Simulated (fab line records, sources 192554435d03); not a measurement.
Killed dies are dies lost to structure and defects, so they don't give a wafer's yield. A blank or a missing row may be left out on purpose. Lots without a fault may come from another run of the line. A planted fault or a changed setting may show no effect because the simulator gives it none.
Chamber matching | flow n5_finfet | N5_GATE_CUT_CMP_61 on cmp-02: 4 sister chambers
The step polishes, stops on SiNx, t overpolish 3 s. 8 wafers are shown with their chamber, then 10 later ones without.

WAFERS WITH THEIR CHAMBER
wafer  | chamber | motor_current_A (A)
L078.2 | 3       | 14.1
L079.4 | 2       | 13.2
L084.6 | 2       | 12.7
L085.2 | 1       | 11.7
L085.4 | 3       | 13.0
L085.6 | 0       | 12.5
L087.1 | 1       | 11.7
L087.2 | 0       | 12.6

WAFERS WITHOUT THEIR CHAMBER
wafer  | motor_current_A (A)
L087.6 | 12.0
L092.2 | 13.8
L092.5 | 12.1
L092.6 | 11.5
L096.1 | 12.0
L096.2 | 12.7
L096.4 | 14.1
L097.4 | 13.8
L097.5 | 11.9
L097.6 | 11.7

WHICH CHAMBER EACH WENT THROUGH
wafer  | from the rows above               | in truth
L087.6 | can't be placed: 1 or 0 or 2      | 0
L092.2 | can't be placed: 3 or 2           | 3
L092.5 | can't be placed: 1 or 0 or 2      | 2
L092.6 | can't be placed: 1 or 0           | 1
L096.1 | can't be placed: 1 or 0 or 2      | 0
L096.2 | can't be placed: 0 or 2 or 3 or 1 | 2
L096.4 | can't be placed: 3 or 2           | 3
L097.4 | can't be placed: 3 or 2           | 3
L097.5 | can't be placed: 1 or 0 or 2      | 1
L097.6 | can't be placed: 1 or 0           | 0
Placed correctly: 0 of 10. Can't be placed from these rows: 10 (the true chamber is among the candidates in 10). Placed wrongly: 0.
How it was worked out, from the rows above alone: a wafer's distance from a chamber is the root of the sum, over the readings, of the square of ((its reading less the chamber's mean) divided by the reading's scatter). The wafer belongs to the nearest chamber; if the next one is less than 2 further off, it can't be placed. A chamber's mean is the mean of its shown wafers. The scatter: the root of (the sum of the squares of (reading less its chamber's mean) over the shown wafers, divided by (wafers less chambers)).
